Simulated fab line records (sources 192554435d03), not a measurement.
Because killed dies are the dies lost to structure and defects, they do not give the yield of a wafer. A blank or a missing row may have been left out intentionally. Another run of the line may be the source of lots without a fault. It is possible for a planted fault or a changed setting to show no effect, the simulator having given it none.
Which tool is to blame? + flow n5Finfet + 11 lots, 30 wafers sampled, at 2 steps of a route of 1938

== WHAT EACH GAUGE READ, for each wafer ==
N5_HKMG_FIN_OVL_MEAS_50.
| lot  | measured    | on         | NDIPOLE_OVL (nm) |
|------|-------------|------------|------------------|
| L540 | day 4 13:46 | overlay-01 | -0.5 -0.7        |
| L541 | day 4 17:59 | overlay-02 | -1.5 -0.6 -2.3   |
| L542 | day 4 22:47 | overlay-01 | 0.7 -0.7 0.1     |
| L543 | day 5 05:34 | overlay-01 | -0.1 -0.8 -0.2   |
| L544 | day 5 12:01 | overlay-02 | -0.7 -0.5 1.1    |
| L545 | day 5 17:54 | overlay-02 | 0.3 0.4 0.2      |
| L547 | day 6 05:04 | overlay-02 | -0.5 -0.9        |
| L549 | day 6 15:31 | overlay-02 | 1.0 0.6 0.6      |
| L554 | day 7 22:54 | overlay-01 | -0.6 -0.1 0.0    |
| L558 | day 8 22:04 | overlay-02 | -0.6 0.4 0.2     |
| L561 | day 9 19:52 | overlay-02 | -0.2 0.1         |

== TOOL THAT RAN EACH LOT (tool first, then ch and the chambers of the sampled wafers, then the start) ==
| lot  | N5_HKMG_FIN_ALD_75             |
|------|--------------------------------|
| L540 | aldHk-02 ch 1,2, day 4 13:23   |
| L541 | aldHk-01 ch 2,3, day 4 17:29   |
| L542 | aldHk-03 ch 0,1,3, day 4 22:25 |
| L543 | aldHk-01 ch 2,3, day 5 05:12   |
| L544 | aldHk-02 ch 0,1,2, day 5 11:38 |
| L545 | aldHk-01 ch 1,3, day 5 17:24   |
| L547 | aldHk-01 ch 0,1, day 6 04:36   |
| L549 | aldHk-03 ch 0,2, day 6 15:09   |
| L554 | aldHk-02 ch 1,3, day 7 22:25   |
| L558 | aldHk-02 ch 1,3, day 8 21:41   |
| L561 | aldHk-03 ch 0,3, day 9 19:22   |
- N5_HKMG_FIN_ALD_75: deposits Al2O3, target thk 1 nm, co reactant pulse time 1 s.

== THE ANSWER, worked out from the rows above alone ==
Rule: usual is defined by the lots themselves. Put in order of their means at a reading, lots are off if they are a third of the lots or fewer, leave a main group of 4 or more, and stand apart from it by a gap of 3 or more times the standard deviation of the main group's means; of several such gaps the widest counts. If all means in a main group match to the digits the tables above print for the reading, that group is not used. A lot without any number at a reading at which 4 lots or more have one is off too. Where the step has rows for the other lots, those lots are counted as sound.
Across all readings shown, no lot is off: no conclusion can be drawn from this.

== WHAT THE SIMULATOR HAD INSERTED ==
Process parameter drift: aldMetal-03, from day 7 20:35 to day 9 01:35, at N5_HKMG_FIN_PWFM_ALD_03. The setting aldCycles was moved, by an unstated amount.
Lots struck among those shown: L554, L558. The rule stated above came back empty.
